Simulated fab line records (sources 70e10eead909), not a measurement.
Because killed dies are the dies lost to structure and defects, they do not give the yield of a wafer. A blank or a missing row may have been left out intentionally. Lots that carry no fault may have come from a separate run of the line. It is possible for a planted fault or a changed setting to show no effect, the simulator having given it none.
Which tool is to blame? + flow nand_harc + 36 wafers from 12 lots sampled at 5 of the route's 1302 steps

## WHAT EACH GAUGE READ, for each wafer
NHARC_A_SLIT_OVL_MEAS_10. Usual: overlay_x_nm -0.4 nm, standard deviation 0.83; overlay_y_nm 0.2 nm, standard deviation 0.76.
| lot  | measured     | on         | overlay_x_nm (nm) | overlay_y_nm (nm) | flag |
|------|--------------|------------|-------------------|-------------------|------|
| L594 | day 20 06:11 | overlay-01 | -0.6 -0.8 0.0     | -0.5 -0.5 -0.6    |      |
| L597 | day 21 18:59 | overlay-01 | 0.0 -0.2 0.6      | -0.2 0.6 0.3      |      |
| L601 | day 22 06:19 | overlay-02 | 0.2 0.6 -0.1      | -0.8 -0.8 -0.2    |      |
| L600 | day 22 07:29 | overlay-01 | -0.9 -0.4 -0.4    | 0.0 -0.2 -0.1     |      |
| L603 | day 23 13:04 | overlay-02 | -2.2 -2.2 -2.9    | 0.2 0.2 -0.4      |      |
| L604 | day 24 01:41 | overlay-02 | -1.2 -1.1 -0.6    | 0.7 0.6 0.1       |      |
| L605 | day 24 18:57 | overlay-01 | -1.5 -1.7 -2.6    | 0.8 1.3 0.7       |      |
| L606 | day 24 20:32 | overlay-02 | 0.0 0.0 -0.1      | 1.5 1.3 1.5       |      |
| L607 | day 25 12:04 | overlay-01 | -1.5 -1.4 -1.3    | 1.4 1.4 1.2       |      |
| L616 | day 28 15:17 | overlay-02 | -1.0 -1.2 -1.2    | 0.4 0.2 0.2       |      |
| L615 | day 29 01:17 | overlay-02 | -0.3 0.0 0.5      | 0.9 1.3 1.0       |      |
| L617 | day 28 23:12 | overlay-02 | 0.7 0.7 0.7       | -0.5 0.0 -0.2     |      |

NHARC_END_SORT_01. Usual: killed_at_array 47, standard deviation 18; killed_at_other 0.9, standard deviation 1.1; killed_at_periphery 4, standard deviation 3.1; killed_dies 52, standard deviation 18; killed_open 3.1, standard deviation 1.5; killed_short 2.4, standard deviation 1.5.
| lot  | measured     | on        | killed_at_array | killed_at_other | killed_at_periphery | killed_dies | killed_open | killed_short | flag |
|------|--------------|-----------|-----------------|-----------------|---------------------|-------------|-------------|--------------|------|
| L605 | day 29 14:01 | prober-01 | 26 671 42       | 2 1 1           | 1 5 1               | 29 677 44   | 0 6 5       | 2 2 4        | OFF  |
| L606 | day 29 14:52 | prober-02 | 49 675 52       | 0 0 0           | 3 2 1               | 52 677 53   | 2 4 6       | 4 5 2        | OFF  |

## EACH LOT AND THE TOOL THAT RAN IT (in order: tool; ch and the chambers of the sampled wafers; start)
| lot  | NHARC_A_SGD_CUT_CMP_21        | NHARC_A_SGD_CUT_STRIP_28                      | NHARC_A_SLIT_ETCH_15               |
|------|-------------------------------|-----------------------------------------------|------------------------------------|
| L594 | cmp-04 ch 0,1,2, day 20 00:33 | rie_diel-03 ch 1,2,3, day 20 06:11 or earlier | rie_diel-09 ch 0,1,2, day 20 06:47 |
| L597 | cmp-03 ch 1,2,3, day 21 08:05 | rie_diel-03 ch 2,3, day 21 08:43              | rie_diel-13 ch 1,2,3, day 21 19:15 |
| L601 | cmp-03 ch 0,1,3, day 21 23:31 | rie_diel-03 ch 0,1, day 22 06:19 or earlier   | rie_diel-09 ch 0,1, day 22 06:35   |
| L600 | cmp-02 ch 0,2,3, day 21 23:32 | rie_diel-10 ch 1,2,3, day 22 07:29 or earlier | rie_diel-05 ch 0,1,2, day 22 07:52 |
| L603 | cmp-04 ch 1,2,3, day 23 05:57 | rie_diel-12 ch 1,3, day 23 06:33              | rie_diel-13 ch 1,2,3, day 23 13:22 |
| L604 | cmp-03 ch 1,2,3, day 23 19:35 | rie_diel-12 ch 0,2,3, day 24 01:41 or earlier | rie_diel-13 ch 1,3, day 24 02:04   |
| L605 | cmp-04 ch 2,3, day 24 09:48   | rie_diel-03 ch 0,1,2, day 24 18:57 or earlier | rie_diel-13 ch 2,3, day 24 19:20   |
| L606 | cmp-02 ch 1,2,3, day 24 09:51 | rie_diel-12 ch 0,2, day 24 10:26              | rie_diel-13 ch 1,2,3, day 24 20:55 |
| L607 | cmp-02 ch 0,1,2, day 25 05:16 | rie_diel-10 ch 0,2,3, day 25 12:04 or earlier | rie_diel-09 ch 1,2,3, day 25 13:00 |
| L616 | cmp-02 ch 0,1,2, day 28 09:34 | rie_diel-12 ch 1,2,3, day 28 15:17 or earlier | rie_diel-13 ch 0,2,3, day 28 15:34 |
| L615 | cmp-04 ch 2,3, day 28 16:01   | rie_diel-12 ch 1,2, day 29 01:17 or earlier   | rie_diel-05 ch 1,3, day 29 01:44   |
| L617 | cmp-02 ch 0,1, day 28 16:02   | rie_diel-10 ch 0,2,3, day 28 23:12 or earlier | rie_diel-13 ch 2,3, day 28 23:28   |
- NHARC_A_SGD_CUT_CMP_21: polishes, target thk 148.19 nm.
- NHARC_A_SGD_CUT_STRIP_28: strips in O2, time 20 s.
- NHARC_A_SLIT_ETCH_15: etches the open film in O2/COS, target depth 6200 nm, time 1612 s.

## AS READ BY THE TOOLS THEMSELVES (means over the sampled wafers that have a number; for cases with no such wafer, the mark the record gives instead)
NHARC_A_SGD_CUT_CMP_21. Usual: motor_current_A 12.0 A, standard deviation 0.63; slurry_flow_ml_min 150.1, standard deviation 0.4; time_to_endpoint_s 50 s, standard deviation 3.3.
| lot  | tool   | motor_current_A (A) | slurry_flow_ml_min | time_to_endpoint_s (s) | flag |
|------|--------|---------------------|--------------------|------------------------|------|
| L594 | cmp-04 | 12.5                | 150.1              | 46                     |      |
| L597 | cmp-03 | 11.7                | 150.3              | 43                     |      |
| L601 | cmp-03 | 11.9                | 150.4              | 48                     |      |
| L600 | cmp-02 | 11.6                | 149.9              | 52                     |      |
| L603 | cmp-04 | 12.5                | 149.7              | 51                     |      |
| L604 | cmp-03 | 11.7                | 150.2              | 51                     |      |
| L605 | cmp-04 | 12.4                | 150.6              | 49                     |      |
| L606 | cmp-02 | 11.7                | 150.0              | 51                     |      |
| L607 | cmp-02 | 11.8                | 150.0              | 53                     |      |
| L616 | cmp-02 | 11.8                | 149.9              | 50                     |      |
| L615 | cmp-04 | 12.3                | 150.4              | 51                     |      |
| L617 | cmp-02 | 11.8                | 149.9              | 49                     |      |

NHARC_A_SGD_CUT_STRIP_28. Usual: drypump_motor_current_A 5.8 A, standard deviation 0.3; mfc_ar_sccm 0.006 sccm, standard deviation 0.0098; oes_product_au 0.999 a.u., standard deviation 0.011; rf_vpp_V 57.8 V, standard deviation 0.89; showerhead_plenum_p_Torr 3.53 Torr, standard deviation 0.13; throttle_valve_pct 17.037 %, standard deviation 0.0095.
| lot  | tool        | drypump_motor_current_A (A) | mfc_ar_sccm (sccm) | oes_product_au (a.u.) | rf_vpp_V (V) | showerhead_plenum_p_Torr (Torr) | throttle_valve_pct (%) | flag |
|------|-------------|-----------------------------|--------------------|-----------------------|--------------|---------------------------------|------------------------|------|
| L594 | rie_diel-03 | 6.0                         | 0.010              | 0.992                 | 58.3         | 3.54                            | 17.026                 |      |
| L597 | rie_diel-03 | 5.9                         | 0.016              | 1.002                 | 58.8         | 3.60                            | 17.041                 |      |
| L601 | rie_diel-03 | 5.9                         | 0.012              | 0.989                 | 57.1         | 3.49                            | 17.045                 |      |
| L600 | rie_diel-10 | 5.7                         | 0.001              | 1.013                 | 57.8         | 3.64                            | 17.034                 |      |
| L603 | rie_diel-12 | 5.8                         | 0.000              | 0.994                 | 57.2         | 3.48                            | 17.043                 |      |
| L604 | rie_diel-12 | 5.7                         | 0.002              | 0.995                 | 57.4         | 3.39                            | 17.037                 |      |
| L605 | rie_diel-03 | 6.1                         | 0.015              | 0.996                 | 58.0         | 3.53                            | 17.033                 |      |
| L606 | rie_diel-12 | 5.6                         | 0.002              | 0.991                 | 57.0         | 3.35                            | 17.043                 |      |
| L607 | rie_diel-10 | 6.0                         | 0.000              | 1.014                 | 58.2         | 3.53                            | 17.033                 |      |
| L616 | rie_diel-12 | 5.7                         | 0.002              | 0.993                 | 57.6         | 3.50                            | 17.036                 |      |
| L615 | rie_diel-12 | 5.5                         | 0.004              | 0.988                 | 58.4         | 3.52                            | 17.030                 |      |
| L617 | rie_diel-10 | 6.0                         | 0.000              | 1.006                 | 57.0         | 3.52                            | 17.026                 |      |

NHARC_A_SLIT_ETCH_15. Usual: drypump_motor_current_A is 5.8 A with standard deviation 0.52, mfc_ar_sccm is 0.011 sccm with standard deviation 0.01, oes_product_au is 1.002 a.u. with standard deviation 0.015, rf_vpp_V is 314.1 V with standard deviation 2, run_length_s is 1633.2 s with standard deviation 0.42, showerhead_plenum_p_Torr is 3.11 Torr with standard deviation 0.12, and throttle_valve_pct is 28.330 % with standard deviation 0.0091.
| lot  | tool        | drypump_motor_current_A (A) | mfc_ar_sccm (sccm) | oes_product_au (a.u.) | rf_vpp_V (V) | run_length_s (s) | showerhead_plenum_p_Torr (Torr) | throttle_valve_pct (%) | flag |
|------|-------------|-----------------------------|--------------------|-----------------------|--------------|------------------|---------------------------------|------------------------|------|
| L594 | rie_diel-09 | 6.0                         | 0.005              | 0.999                 | 313.1        | 1633.6           | 3.05                            | 28.336                 |      |
| L597 | rie_diel-13 | 5.8                         | 0.014              | 0.993                 | 314.8        | 1633.2           | 3.16                            | 28.330                 |      |
| L601 | rie_diel-09 | 6.2                         | 0.003              | 0.995                 | 314.7        | 1633.3           | 3.13                            | 28.339                 |      |
| L600 | rie_diel-05 | 5.8                         | 0.012              | 1.008                 | 314.6        | 1633.3           | 3.15                            | 28.332                 |      |
| L603 | rie_diel-13 | 5.8                         | 0.014              | 1.016                 | 314.9        | 1633.1           | 3.16                            | 28.332                 |      |
| L604 | rie_diel-13 | 5.5                         | 0.023              | 1.018                 | 313.4        | 1632.9           | 3.07                            | 28.331                 |      |
| L605 | rie_diel-13 | 6.1                         | 0.009              | 1.019                 | 314.9        | 1468.3           | 3.18                            | 28.336                 | OFF  |
| L606 | rie_diel-13 | 5.8                         | 0.014              | 1.013                 | 315.2        | 1468.2           | 3.16                            | 28.337                 | OFF  |
| L607 | rie_diel-09 | 6.1                         | 0.010              | 1.013                 | 314.1        | 1633.4           | 3.03                            | 28.335                 |      |
| L616 | rie_diel-13 | 5.6                         | 0.012              | 0.999                 | 314.6        | 1633.3           | 3.15                            | 28.337                 |      |
| L615 | rie_diel-05 | 6.0                         | 0.009              | 0.994                 | 313.1        | 1632.8           | 3.10                            | 28.339                 |      |
| L617 | rie_diel-13 | 5.8                         | 0.017              | 1.013                 | 314.1        | 1633.0           | 3.10                            | 28.336                 |      |

## THE ANSWER, worked out from the rows above alone
Rule: take the mean of a lot's wafers that have a number; if it is more than 3 standard deviations from the usual mean, the lot is off. A lot without any number at a reading at which 4 lots or more have one is off too. Any other lot the step has rows for is counted as sound. The gauges are gone through in route order, then the tools' own readings, and for those a lot's mean is taken as printed above. At the first step where some lot is off, the reading lying furthest off is the one used; lots without a number count as furthest.
Off: L605, L606 (NHARC_END_SORT_01, killed_at_array). Neither off nor sound, because the step has no rows for them: L594, L597, L601, L600, L603, L604, L607, L616, L615, L617.
A tool fits if, at a process step before that reading, it ran every lot that is off, and no sound lot after the first of them. Not tried: the gauges at NHARC_END_SORT_01; whatever is off there is also off at NHARC_A_SLIT_ETCH_15, on other tools, and gauge error can't account for it. With no start given for some of its lots, NHARC_A_SGD_CUT_STRIP_28 uses the hours and lot order of NHARC_A_SLIT_OVL_MEAS_10. One candidate fits, namely rie_diel-13 at NHARC_A_SLIT_ETCH_15. It ran no sound lot before its first lot that is off in this sample, so the start can't be narrowed down.

## WHAT THE SIMULATOR HAD INSERTED
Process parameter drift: rie_diel-13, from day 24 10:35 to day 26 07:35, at NHARC_A_SLIT_ETCH_15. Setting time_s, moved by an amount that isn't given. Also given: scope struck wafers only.
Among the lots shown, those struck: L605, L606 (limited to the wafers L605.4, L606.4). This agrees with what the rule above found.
